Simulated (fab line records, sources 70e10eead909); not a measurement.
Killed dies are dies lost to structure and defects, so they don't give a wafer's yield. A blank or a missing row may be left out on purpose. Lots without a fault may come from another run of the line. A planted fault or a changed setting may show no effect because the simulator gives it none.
fab line records | flow nand_harc
record lots=6 wafers=18 last_day=32
route steps=1302 shown A_BONDPAD@1216 END@1302
lots that met no fault: from a run of the same line without faults
start_h: hours from the record's first day to the start of the lot's first wafer shown | wait_h: hours since the lot's step before | " the same as in the row above | L1.1+2: a row that stands for several wafers | - no value, or no start given | * or withheld: withheld | < > ~ a bound
route shown NAME@n: a module of which the file shows steps, and the number in the route of the first | usual: mean/standard deviation of fault-free wafers | same: alike in all rows | chamber/n: place in a boat | sites: the reading at each site | _std_site: their standard deviation | _edge_site: outer sites' mean less inner sites' | radius_mm: how far each site lies from the wafer's centre | mask NAME#n: copy n | behind: the tool/chamber that last shaped the wafer | hold: why the lot was held/for how many hours/how that ended | device: the transistor (n, p or np) that didn't switch | end of line: the same wafers' tests at the end of the route | a step without rows: its recipe alone | killed: dies lost to structure and defects at the first sort, not the wafer's yield | map: a wafer's dies, x killed, . not, _ none there
set.NAME: the setting as run; set.NAME@STEP: as run at that earlier step | model.NAME: the simulator's own value behind a step, which no gauge read
lots at some steps of the route; a table a step, a row a wafer
services: from which hour (start_h, from the record's first day; less than 0 if before it) a tool's chamber was out of use, for how many hours, and why
## steps
# step NHARC_A_BONDPAD_OVL_MEAS_35
# usual overlay_x_nm=1/5.4 overlay_y_nm=1/6.2
# columns lot.wafer tool chamber start_h wait_h overlay_x_nm overlay_y_nm
L237.3 overlay-02 - 549.90 - 2 -2
L237.4 " - " " 3 -2
L237.6 " - " " 2 -2
L238.2 overlay-01 - 552.44 - -1 1
L238.5 " - " " 0 1
L238.6 " - " " -1 0
L243.3 overlay-02 - 621.59 - 4 8
L243.5 " - " " 4 7
L243.6 " - " " 4 7
L246.2 overlay-01 - 636.44 - 2 6
L246.4 " - " " 2 6
L246.6 " - " " 2 5
L253.2 overlay-02 - 702.31 - 7 -6
L253.4 " - " " 7 -7
L253.5 " - " " 7 -6
L255.2 overlay-02 - 721.68 - -6 -4
L255.3 " - " " -6 -3
L255.5 " - " " -6 -4
# step NHARC_A_BONDPAD_HARDBAKE_10
# recipe temp_c=118 time_s=65
# step NHARC_A_BONDPAD_DESCUM_11
# recipe time_s=3 o2_flow_sccm=200 ar_flow_sccm=0 bias_power_w=0 chemistry=O2
# step NHARC_A_BONDPAD_ETCH_34
# recipe target_depth_a=600 overetch_a=180 time_s=65.91 ion_energy_ev=200 n2_flow_sccm=150 h2_flow_sccm=150 ar_flow_sccm=0 rf_w=400 bias_w=150 chemistry=N2/H2
# usual drypump_motor_current_A=5.9/0.51 oes_product_au=0.999/0.0085 rf_vpp_V=430.8/3 showerhead_plenum_p_Torr=2.05/0.1 throttle_valve_pct=14.172/0.0088
# columns lot.wafer tool chamber start_h wait_h drypump_motor_current_A oes_product_au rf_hours_counter_h rf_vpp_V showerhead_plenum_p_Torr throttle_valve_pct
L237.4 rie_diel-12 0 550.11 0.1 5.6 1.006 17 426.3 1.88 14.177
L237.3 " 2 " " 5.1 1.005 12 431.0 2.04 14.168
L237.6 " 0 " " 5.6 0.998 - 425.7 1.88 14.180
L238.2 rie_diel-06 2 552.66 0.1 6.1 0.997 2 435.1 2.20 14.166
L238.6 " 0 " " 5.6 0.989 - 426.6 1.92 14.170
L238.5 " 1 " " 5.2 1.009 - 430.3 2.07 14.175
L243.3 rie_diel-12 3 621.81 0.1 6.4 1.010 31 429.9 2.00 14.170
L243.6 " 1 " " 6.4 1.002 - 427.6 1.95 14.171
L243.5 " 2 " " 5.1 0.999 - 429.5 2.03 14.177
L246.2 rie_diel-06 1 636.67 0.1 5.2 0.996 4 431.9 2.07 14.162
L246.6 " 3 " " 6.4 1.018 - 432.0 2.08 14.177
L246.4 " 1 " " 5.2 1.007 - 431.6 2.07 14.179
L253.2 rie_diel-06 1 702.54 0.1 5.1 1.008 0 430.4 2.07 14.168
L253.4 " 3 " " 6.4 1.004 1 431.3 2.08 14.162
L253.5 " 1 " " 5.1 1.002 - 432.0 2.07 14.185
L255.3 rie_diel-06 1 721.89 0.1 5.2 1.002 1 431.5 2.07 14.164
L255.2 " 0 " " 5.6 0.990 1 425.3 1.92 14.174
L255.5 " 2 " " 6.2 1.003 - 434.5 2.20 14.185
# step NHARC_A_BONDPAD_ETCH_12
# recipe target_depth_a=2200 time_s=110 chf3_flow_sccm=50 o2_flow_sccm=10 ar_flow_sccm=200 rf_w=500 bias_w=200 chemistry=CHF3/O2
# step NHARC_A_BONDPAD_CD_MEAS_13
# usual cd_nm=499.0/2.4
# columns lot.wafer tool chamber start_h wait_h cd_nm
L237.3 cd_sem-02 - 550.35 - 497.3
L237.4 " - " " 496.9
L237.6 " - " " 500.8
L238.2 cd_sem-03 - 552.88 - 498.6
L238.5 " - " " 499.1
L238.6 " - " " 498.8
L243.3 cd_sem-03 - 622.03 - 501.9
L243.5 " - " " 500.3
L243.6 " - " " 496.8
L246.2 cd_sem-01 - 636.93 - 501.1
L246.4 " - " " 496.2
L246.6 " - " " 497.9
L253.2 cd_sem-03 - 702.77 - 498.3
L253.4 " - " " 500.8
L253.5 " - " " 497.1
L255.2 cd_sem-01 - 722.13 - 495.4
L255.3 " - " " 499.2
L255.5 " - " " 496.4
# step NHARC_A_BONDPAD_STRIP_15
# recipe o2_flow_sccm=500 ar_flow_sccm=0 bias_w=0 chemistry=O2
# step NHARC_A_BONDPAD_ETCH_24
# recipe target_depth_a=300 over_etch_frac=0.3 time_s=72.99 ion_energy_ev=150 cf4_flow_sccm=50 n2_flow_sccm=100 ar_flow_sccm=150 rf_w=300 bias_w=100 chemistry=CF4/N2
# usual drypump_motor_current_A=5.8/0.47 oes_product_au=0.999/0.01 rf_vpp_V=314.4/2.4 showerhead_plenum_p_Torr=2.64/0.13 throttle_valve_pct=19.795/0.0085
# columns lot.wafer tool chamber start_h wait_h drypump_motor_current_A oes_product_au rf_hours_counter_h rf_vpp_V showerhead_plenum_p_Torr throttle_valve_pct
L237.3 rie_diel-06 0 - - 5.6 0.980 2 312.7 2.48 19.803
L237.4 " 2 " " 6.1 0.998 2 318.1 2.81 19.800
L237.6 " 0 " " 5.6 1.001 - 311.6 2.48 19.796
L238.2 rie_diel-13 1 - - 5.6 0.982 11 311.1 2.46 19.791
L238.6 " 2 " " 6.2 1.006 - 317.2 2.83 19.798
L238.5 " 3 " " 5.4 1.000 - 311.5 2.51 19.796
L243.3 rie_diel-06 1 - - 5.2 1.006 4 315.1 2.66 19.793
L243.6 " 2 " " 6.1 0.993 - 318.1 2.81 19.791
L243.5 " 3 " " 6.5 1.017 - 315.7 2.68 19.789
L246.2 rie_diel-13 3 - - 5.4 0.991 38 313.4 2.50 19.792
L246.4 " 0 " " 5.7 1.019 43 314.4 2.56 19.790
L246.6 " 2 " " 6.2 0.997 - 317.9 2.82 19.791
L253.2 rie_diel-06 1 - - 5.1 1.002 1 315.2 2.66 19.803
L253.4 " 3 " " 6.4 0.999 1 314.8 2.68 19.790
L253.5 " 0 " " 5.6 0.995 - 311.0 2.48 19.791
L255.2 rie_diel-12 3 - - 6.4 0.999 15 313.3 2.57 19.804
L255.3 " 2 " " 5.2 1.015 14 313.4 2.61 19.794
L255.5 " 3 " " 6.3 1.000 - 314.3 2.58 19.803
# step NHARC_A_BONDPAD_STRIP_16
# recipe time_s=600 temp_c=30 chemistry=post_etch_residue_remover
# step NHARC_A_BONDPAD_DEGAS_25
# recipe temp_c=300 time_s=60
# usual heater_power_w=468/71 susceptor_temp_C=300.00/0.2
# columns lot.wafer tool chamber start_h wait_h heater_power_w susceptor_temp_C
L237.4 pvd_sputter-03 - 551.01 - 400 299.49
L237.3 " - " " 507 299.94
L237.6 " - " " 420 299.74
L238.2 pvd_sputter-01 - 553.54 - 440 -
L238.6 " - " " 424 -
L238.5 " - " " 423 -
L243.3 pvd_sputter-02 - 622.66 - 479 299.96
L243.6 " - " " 485 300.00
L243.5 " - " " 479 300.37
L246.2 pvd_sputter-02 - 637.55 - 619 300.32
L246.4 " - " " 473 299.83
L246.6 " - " " 619 300.06
L253.4 pvd_sputter-02 - 703.39 - 481 -
L253.2 " - " " 472 -
L253.5 " - " " 481 -
L255.2 pvd_sputter-03 - 722.77 - 559 299.75
L255.3 " - " " 413 299.77
L255.5 " - " " 515 300.11
# step NHARC_A_BONDPAD_PRE_CLEAN_26
# recipe time_s=30 temp_c=280 gas=H2/He
# usual heater_power_w=410/62 susceptor_temp_C=280.01/0.19
# columns lot.wafer tool chamber start_h wait_h heater_power_w susceptor_temp_C
L237.4 pvd_sputter-03 - - - 439 280.07
L237.3 " - " " 451 279.97
L237.6 " - " " 450 279.95
L238.2 pvd_sputter-01 - - - 377 279.66
L238.6 " - " " 374 279.72
L238.5 " - " " 381 279.73
L243.3 pvd_sputter-02 - - - 387 279.89
L243.6 " - " " 411 280.29
L243.5 " - " " 540 279.83
L246.2 pvd_sputter-02 - - - 538 279.71
L246.4 " - " " 392 279.87
L246.6 " - " " 530 279.89
L253.4 pvd_sputter-02 - - - 528 -
L253.2 " - " " 412 -
L253.5 " - " " 405 -
L255.3 pvd_sputter-03 - - - 355 280.13
L255.2 " - " " 452 280.27
L255.5 " - " " 364 280.22
# step NHARC_A_BONDPAD_PVD_17
# recipe target_thk_a=50 bias_v=168.6 power_w=15000 chamber_pressure_pa=0.12 time_s=8.06 substrate_temp_c=50 material=TaN
# step NHARC_A_BONDPAD_PVD_27
# recipe target_thk_a=300 chamber_pressure_pa=5 power_w=5000 substrate_temp_c=30 time_s=20.49 material=Cu
# usual throttle_valve_pct=29.8/1
# columns lot.wafer tool chamber start_h wait_h throttle_valve_pct
L237.4 pvd_sputter-03 - 551.26 - 29.3
L237.3 " - " " 28.5
L237.6 " - " " 29.9
L238.2 pvd_sputter-01 - 553.79 - 30.6
L238.6 " - " " 31.2
L238.5 " - " " 31.1
L243.3 pvd_sputter-02 - 622.91 - 31.1
L243.5 " - " " 28.0
L243.6 " - " " 28.8
L246.2 pvd_sputter-02 - 637.78 - 29.5
L246.4 " - " " 27.7
L246.6 " - " " 28.9
L253.4 pvd_sputter-02 - 703.62 - 29.4
L253.2 " - " " 29.9
L253.5 " - " " 29.9
L255.3 pvd_sputter-03 - 723.01 - 28.9
L255.2 " - " " 28.6
L255.5 " - " " 28.2
# step NHARC_A_BONDPAD_ECD_18
# recipe target_thk_a=4000 bath_temp_c=25 material=Cu
# step NHARC_A_BONDPAD_ANNEAL_28
# recipe temp_c=225 time_s=90
# step NHARC_A_BONDPAD_CMP_19
# recipe t_overpolish_s=30 cu_recess_touch_s=16 target_thk_nm=169.82
# usual motor_current_A=11.3/0.98 overpolish_run_s=30.000/0.0086 slurry_filter_dp_kPa=13.50/0.13
# columns lot.wafer tool chamber start_h wait_h motor_current_A overpolish_run_s slurry_filter_dp_kPa
L237.3 cmp-03 0 552.09 - 11.6 29.992 13.68
L237.4 " 1 " " 9.8 30.016 13.49
L237.6 " 0 " " 11.5 30.004 13.31
L238.2 cmp-01 1 554.65 - 12.2 30.013 13.66
L238.6 " 0 " " 9.5 29.988 13.53
L238.5 " 1 " " 12.4 30.002 13.68
L243.3 cmp-03 0 623.77 - 11.2 29.995 13.77
L243.6 " 3 " " 11.7 30.002 13.51
L243.5 " 0 " " 11.3 29.982 13.34
L246.2 cmp-04 3 638.63 - 12.3 30.010 13.66
L246.4 " 1 " " 11.0 29.989 13.69
L246.6 " 0 " " 12.6 30.004 13.63
L253.2 cmp-04 3 704.53 - 11.6 30.002 13.40
L253.4 " 0 " " 12.9 30.007 13.46
L253.5 " 3 " " 12.1 30.011 13.54
L255.3 cmp-01 0 723.91 - 9.9 30.024 13.56
L255.2 " 2 " " 11.9 30.008 13.61
L255.5 " 3 " " 11.1 30.011 13.68
# step NHARC_A_BONDPAD_SRD_21
# recipe time_s=30 temp_c=23 dry_time_s=20 spin_rpm=1500
# step NHARC_A_BONDPAD_INSPECT_23
# usual raw_defect_count=543/100
# columns lot.wafer tool chamber start_h wait_h raw_defect_count
L237.3 defect_inspect-01 - 552.65 0.0 442
L237.4 " - " " 439
L237.6 " - " " 518
L238.2 defect_inspect-01 - 555.19 0.0 423
L238.5 " - " " 445
L238.6 " - " " 420
L243.3 defect_inspect-02 - 624.27 0.0 495
L243.5 " - " " 444
L243.6 " - " " 599
L246.2 defect_inspect-01 - 639.19 0.0 729
L246.4 " - " " 613
L246.6 " - " " 667
L253.2 defect_inspect-01 - 705.05 0.0 414
L253.4 " - " " 497
L253.5 " - " " 508
L255.2 defect_inspect-02 - 724.41 0.0 521
L255.3 " - " " 445
L255.5 " - " " 518
# step NHARC_END_SORT_01
# recipe temp_c=25
# usual defect_limited_yield=91.4/2.7 killed_at_array=53/18 killed_at_other=0.8/1.1 killed_at_periphery=4.1/2.7 killed_dies=58/18 killed_open=3.1/1.7 killed_short=2.7/1.7 sort_bin_2_pct=3.0/1.2 sort_bin_3_pct=0.6/0.37 sort_bin_4_pct=4.9/1.5 sort_n_pass=619/18 sort_rim_yield_pct=91/4.1 sort_yield_pct=91.4/2.7
# same gross_dies=677 sort_bin_5_pct[%]=0 sort_bin_6_pct[%]=0 sort_bin_7_pct[%]=0 sort_bin_8_pct[%]=0 sort_rim_n_gross=106.00
# columns lot.wafer tool chamber start_h wait_h hold defect_limited_yield[%] killed_at_array killed_at_other killed_at_periphery killed_dies killed_open killed_short sort_bin_2_pct[%] sort_bin_3_pct[%] sort_bin_4_pct[%] sort_n_pass sort_rim_yield_pct[%] sort_yield_pct[%]
L237.3 prober-01 0 601.66 3.1 - 92.3 42 0 10 52 4 7 2.7 0.7 4.3 625 83 92.3
L237.4 prober-01 0 602.45 3.4 - 89.4 63 4 5 72 6 4 3.7 0.4 6.5 605 96 89.4
L237.6 prober-01 0 604.05 4.0 - 92.0 48 1 5 54 1 2 2.4 0.6 5.0 623 88 92.0
L238.2 prober-02 0 608.50 2.8 - 91.9 44 2 9 55 5 1 3.1 0.1 4.9 622 90 91.9
L238.5 prober-02 0 610.91 3.7 - 92.9 41 1 6 48 3 2 1.5 0.4 5.2 629 91 92.9
L238.6 prober-02 0 611.72 4.0 - 92.8 40 3 6 49 2 4 3.0 0.1 4.1 628 93 92.8
L243.3 prober-02 0 653.22 3.1 await_dispo/1.3h/scrap 0 667 1 9 677 7 3 96.2 0.1 3.7 0 0 0
L243.5 prober-02 0 654.82 3.7 await_dispo/1.3h/scrap 0 670 0 7 677 2 2 96.3 0.1 3.5 0 0 0
L243.6 prober-02 0 655.63 4.0 await_dispo/1.3h/scrap 0 672 2 3 677 3 3 96.8 0.1 3.1 0 0 0
L246.2 prober-02 0 668.45 2.8 await_dispo/1.9h/scrap 0 673 1 3 677 4 4 92.2 0.4 7.4 0 0 0
L246.4 prober-02 0 670.07 3.4 await_dispo/1.9h/scrap 0 674 2 1 677 5 0 91.3 0.7 8.0 0 0 0
L246.6 prober-02 0 671.68 4.0 await_dispo/1.9h/scrap 0 675 1 1 677 2 3 94.7 1.2 4.1 0 0 0
L253.2 prober-02 0 734.21 2.8 - 95.1 26 6 1 33 2 3 1.2 0.3 3.4 644 94 95.1
L253.4 prober-02 0 735.77 3.3 - 95.3 28 4 0 32 3 1 1.0 0.3 3.4 645 96 95.3
L253.5 prober-02 0 736.55 3.6 - 95.1 30 2 1 33 5 6 1.8 0.1 3.0 644 100 95.1
L255.2 prober-01 0 753.66 2.8 - 90.4 64 0 1 65 1 1 4.4 0.9 4.3 612 86 90.4
L255.3 prober-01 0 754.45 3.1 - 85.5 93 1 4 98 3 5 6.6 0.4 7.4 579 90 85.5
L255.5 prober-01 0 756.02 3.7 - 85.2 94 0 6 100 4 2 5.5 1.3 8.0 577 89 85.2
# killed by level:class
L237.3 A_SLIT:chamber_film_flake=16 A_CHANNEL_HOLE_D2:chamber_film_flake=12 P_GATE:chamber_film_flake=9 A_ONON_D2:geometric_particle:open=2 A_M0:geometric_particle:short=2 A_STAIRCASE:chamber_film_flake=2 P_M0:geometric_particle:short=1 A_ONON_D1:geometric_particle:short=1
L237.4 A_CHANNEL_HOLE_D2:chamber_film_flake=35 A_SLIT:chamber_film_flake=17 A_CHANNEL_HOLE_D1:chamber_film_flake=4 P_GATE:chamber_film_flake=3 THIN_TSV:chamber_film_flake=3 P_GATE:geometric_particle:open=1 P_M0:geometric_particle:open=1 A_ONON_D1:geometric_particle:short=1
L237.6 A_SLIT:chamber_film_flake=26 A_CHANNEL_HOLE_D2:chamber_film_flake=14 P_GATE:chamber_film_flake=4 A_STAIRCASE:chamber_film_flake=2 A_ONON_D1:geometric_particle:short=1 A_ONON_D2:geometric_particle:open=1 A_M0:geometric_particle:short=1 P_ZERO_WELL:chamber_film_flake=1
L238.2 A_SLIT:chamber_film_flake=19 A_CHANNEL_HOLE_D2:chamber_film_flake=7 A_WL_FILL:chamber_film_flake=6 P_GATE:chamber_film_flake=5 A_STAIRCASE:chamber_film_flake=4 P_CONTACT:chamber_film_flake=2 THIN_TSV:chamber_film_flake=2 P_STI:geometric_particle:open=1
L238.5 A_SLIT:chamber_film_flake=18 A_CHANNEL_HOLE_D2:chamber_film_flake=9 P_GATE:chamber_film_flake=3 A_WL_FILL:chamber_film_flake=3 A_ONON_D2:geometric_particle:short=2 A_STAIRCASE:chamber_film_flake=2 A_CONTACT:chamber_film_flake=2 P_GATE:geometric_particle:open=1
L238.6 A_SLIT:chamber_film_flake=22 A_CONTACT:chamber_film_flake=5 P_GATE:chamber_film_flake=4 THIN_TSV:chamber_film_flake=3 A_CHANNEL_HOLE_D2:chamber_film_flake=3 A_CHANNEL_HOLE_D1:chamber_film_flake=2 P_M2:geometric_particle:short=1 A_CHANNEL_FILL_D1:geometric_particle:short=1
L243.3 A_BONDPAD:area_pvd=642 A_CHANNEL_HOLE_D2:chamber_film_flake=11 P_ZERO_WELL:chamber_film_flake=4 A_CHANNEL_HOLE_D1:chamber_film_flake=4 P_GATE:chamber_film_flake=3 A_DECK1_JOINT:geometric_particle:short=2 P_STI:geometric_particle:open=1 P_M0:geometric_particle:open=1
L243.5 A_BONDPAD:area_pvd=642 A_CHANNEL_HOLE_D2:chamber_film_flake=15 A_CHANNEL_HOLE_D1:chamber_film_flake=6 P_ZERO_WELL:chamber_film_flake=4 P_M0:geometric_particle:open=1 A_ONON_D1:geometric_particle:open=1 A_CHANNEL_FILL_D2:geometric_particle:short=1 A_BLC:geometric_particle:short=1
L243.6 A_BONDPAD:area_pvd=648 A_CHANNEL_HOLE_D2:chamber_film_flake=12 A_CHANNEL_HOLE_D1:chamber_film_flake=4 A_CONTACT:geometric_particle:open=2 P_GATE:chamber_film_flake=2 HYBRID_BOND:chamber_film_flake=2 A_DECK1_JOINT:geometric_particle:short=1 A_ONON_D2:geometric_particle:short=1
L246.2 A_BONDPAD:area_pvd=601 A_CHANNEL_HOLE_D1:chamber_film_flake=35 A_SLIT:chamber_film_flake=21 A_CHANNEL_HOLE_D2:unspecified=3 A_STAIRCASE:chamber_film_flake=3 P_CONTACT:geometric_particle:short=2 A_CHANNEL_FILL_D1:chamber_film_flake=2 A_WL_FILL:chamber_film_flake=2
L246.4 A_BONDPAD:area_pvd=589 A_CHANNEL_HOLE_D1:chamber_film_flake=37 A_SLIT:chamber_film_flake=35 A_CONTACT:chamber_film_flake=3 A_STAIRCASE:chamber_film_flake=3 A_CHANNEL_FILL_D1:geometric_particle:open=2 A_CONTACT:geometric_particle:open=2 P_STI:chamber_film_flake=1
L246.6 A_BONDPAD:area_pvd=619 A_SLIT:chamber_film_flake=28 A_CHANNEL_HOLE_D1:chamber_film_flake=12 A_CHANNEL_FILL_D1:chamber_film_flake=4 A_CHANNEL_HOLE_D2:unspecified=4 A_CHANNEL_HOLE_D2:chamber_film_flake=2 P_CONTACT:geometric_particle:short=1 A_CHANNEL_FILL_D1:geometric_particle:short=1
L253.2 A_CHANNEL_HOLE_D1:chamber_film_flake=9 A_SLIT:chamber_film_flake=7 THIN_TSV:chamber_film_flake=4 STARTING-WAFER:geometric_particle:short=2 A_DECK1_JOINT:chamber_film_flake=2 A_CHANNEL_HOLE_D2:chamber_film_flake=2 A_STAIRCASE:chamber_film_flake=2 P_M0:geometric_particle:open=1
L253.4 A_CHANNEL_HOLE_D1:chamber_film_flake=7 A_SLIT:chamber_film_flake=7 A_CHANNEL_HOLE_D2:chamber_film_flake=4 THIN_TSV:chamber_film_flake=4 A_CONTACT:chamber_film_flake=3 A_M0:chamber_film_flake=2 A_ONON_D1:geometric_particle:open=1 A_CHANNEL_FILL_D2:geometric_particle:open=1
L253.5 A_CHANNEL_HOLE_D1:chamber_film_flake=7 A_SLIT:chamber_film_flake=7 A_CHANNEL_FILL_D2:geometric_particle:open=3 A_CONTACT:chamber_film_flake=2 THIN_TSV:chamber_film_flake=2 A_CHANNEL_FILL_D1:geometric_particle:short=1 A_ONON_D2:geometric_particle:short=1 A_SGD_CUT:geometric_particle:short=1
L255.2 A_CHANNEL_HOLE_D2:chamber_film_flake=28 A_SLIT:chamber_film_flake=21 A_CHANNEL_HOLE_D1:chamber_film_flake=11 A_SLIT:geometric_particle:short=1 A_BLC:geometric_particle:open=1 P_GATE:chamber_film_flake=1 A_CHANNEL_FILL_D1:chamber_film_flake=1 A_CONTACT:chamber_film_flake=1
L255.3 A_CHANNEL_HOLE_D1:chamber_film_flake=35 A_CHANNEL_HOLE_D2:chamber_film_flake=28 A_SLIT:chamber_film_flake=18 A_CONTACT:chamber_film_flake=6 P_CONTACT:geometric_particle:open=1 P_M0:geometric_particle:open=1 P_M2:geometric_particle:short=1 A_ONON_D1:geometric_particle:short=1
L255.5 A_CHANNEL_HOLE_D1:chamber_film_flake=35 A_CHANNEL_HOLE_D2:chamber_film_flake=25 A_SLIT:chamber_film_flake=24 A_CONTACT:chamber_film_flake=5 P_M0:geometric_particle:open=2 A_ZERO_WELL:chamber_film_flake=2 P_CONTACT:geometric_particle:open=1 P_M0:geometric_particle:short=1
# map L243.3 (x killed, . not)
____________x____________
_________xxxxxxx_________
_______xxxxxxxxxxx_______
______xxxxxxxxxxxxx______
_____xxxxxxxxxxxxxxx_____
____xxxxxxxxxxxxxxxxx____
____xxxxxxxxxxxxxxxxx____
___xxxxxxxxxxxxxxxxxxx___
___xxxxxxxxxxxxxxxxxxx___
__xxxxxxxxxxxxxxxxxxxxx__
__xxxxxxxxxxxxxxxxxxxxx__
_xxxxxxxxxxxxxxxxxxxxxxx_
_xxxxxxxxxxxxxxxxxxxxxxx_
_xxxxxxxxxxxxxxxxxxxxxxx_
_xxxxxxxxxxxxxxxxxxxxxxx_
_xxxxxxxxxxxxxxxxxxxxxxx_
xxxxxxxxxxxxxxxxxxxxxxxxx
xxxxxxxxxxxxxxxxxxxxxxxxx
xxxxxxxxxxxxxxxxxxxxxxxxx
xxxxxxxxxxxxxxxxxxxxxxxxx
xxxxxxxxxxxxxxxxxxxxxxxxx
_xxxxxxxxxxxxxxxxxxxxxxx_
_xxxxxxxxxxxxxxxxxxxxxxx_
_xxxxxxxxxxxxxxxxxxxxxxx_
_xxxxxxxxxxxxxxxxxxxxxxx_
_xxxxxxxxxxxxxxxxxxxxxxx_
__xxxxxxxxxxxxxxxxxxxxx__
__xxxxxxxxxxxxxxxxxxxxx__
___xxxxxxxxxxxxxxxxxxx___
___xxxxxxxxxxxxxxxxxxx___
____xxxxxxxxxxxxxxxxx____
____xxxxxxxxxxxxxxxxx____
_____xxxxxxxxxxxxxxx_____
______xxxxxxxxxxxxx______
_______xxxxxxxxxxx_______
_________xxxxxxx_________
____________x____________
# map L246.2 (x killed, . not)
____________x____________
_________xxxxxxx_________
_______xxxxxxxxxxx_______
______xxxxxxxxxxxxx______
_____xxxxxxxxxxxxxxx_____
____xxxxxxxxxxxxxxxxx____
____xxxxxxxxxxxxxxxxx____
___xxxxxxxxxxxxxxxxxxx___
___xxxxxxxxxxxxxxxxxxx___
__xxxxxxxxxxxxxxxxxxxxx__
__xxxxxxxxxxxxxxxxxxxxx__
_xxxxxxxxxxxxxxxxxxxxxxx_
_xxxxxxxxxxxxxxxxxxxxxxx_
_xxxxxxxxxxxxxxxxxxxxxxx_
_xxxxxxxxxxxxxxxxxxxxxxx_
_xxxxxxxxxxxxxxxxxxxxxxx_
xxxxxxxxxxxxxxxxxxxxxxxxx
xxxxxxxxxxxxxxxxxxxxxxxxx
xxxxxxxxxxxxxxxxxxxxxxxxx
xxxxxxxxxxxxxxxxxxxxxxxxx
xxxxxxxxxxxxxxxxxxxxxxxxx
_xxxxxxxxxxxxxxxxxxxxxxx_
_xxxxxxxxxxxxxxxxxxxxxxx_
_xxxxxxxxxxxxxxxxxxxxxxx_
_xxxxxxxxxxxxxxxxxxxxxxx_
_xxxxxxxxxxxxxxxxxxxxxxx_
__xxxxxxxxxxxxxxxxxxxxx__
__xxxxxxxxxxxxxxxxxxxxx__
___xxxxxxxxxxxxxxxxxxx___
___xxxxxxxxxxxxxxxxxxx___
____xxxxxxxxxxxxxxxxx____
____xxxxxxxxxxxxxxxxx____
_____xxxxxxxxxxxxxxx_____
______xxxxxxxxxxxxx______
_______xxxxxxxxxxx_______
_________xxxxxxx_________
____________x____________
## services
# columns tool chamber start_h hours kind
pvd_sputter-03 - 526.24 10.0 pm
cmp-03 - 526.98 1.2 repair
rie_diel-13 1 533.64 5.1 repair
cmp-01 - 540.94 2.5 repair
cmp-03 - 554.11 4.0 pm
cmp-01 - 556.09 1.8 repair
cmp-04 - 556.75 0.4 repair
pvd_sputter-03 - 565.98 6.6 repair
rie_diel-06 0 568.33 4.0 repair
pvd_sputter-01 - 578.44 7.2 repair
pvd_sputter-01 - 585.67 10.0 pm
rie_diel-06 - 610.52 0.4 repair
pvd_sputter-03 - 613.73 5.3 repair
rie_diel-12 - 623.21 9.0 pm
rie_diel-06 0 635.08 4.5 repair
pvd_sputter-02 - 638.01 10.0 pm
rie_diel-06 - 661.28 9.0 pm
pvd_sputter-02 - 673.42 1.4 repair
rie_diel-06 0 700.64 1.9 repair
pvd_sputter-03 - 704.33 10.0 pm
rie_diel-06 0 710.20 7.1 repair
pvd_sputter-01 - 712.57 1.7 repair
rie_diel-06 1 713.32 7.2 repair
rie_diel-12 1 722.84 4.8 repair
## key
first_sign step=NHARC_END_SORT_01 reading=sort_bin_2_pct direction=up sigmas=75 usual=3.0 struck=94.6
effect step=NHARC_END_SORT_01 reading=defect_limited_yield direction=down sigmas=34 usual=91.4 struck=0
more_kills_born_at NHARC_A_BONDPAD_PVD_27@pvd_sputter-02=3741
met_at NHARC_A_BONDPAD_PVD_27
struck_wafers L243.3,L243.5,L243.6,L246.2,L246.4,L246.6
later_rows_left_out L243.3,L243.5,L243.6,L246.2,L246.4,L246.6
fault kind=process_parameter_drift tool=pvd_sputter-02 chamber=- onset_h=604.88 steps=NHARC_A_BONDPAD_PVD_27 channel=target_thk_a offset=* shape=step end_h=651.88 acts_in=* stated=*
# later_rows_left_out: the simulator's readings of these wafers behind a module that went badly wrong aren't trusted and aren't shown, but for the sort
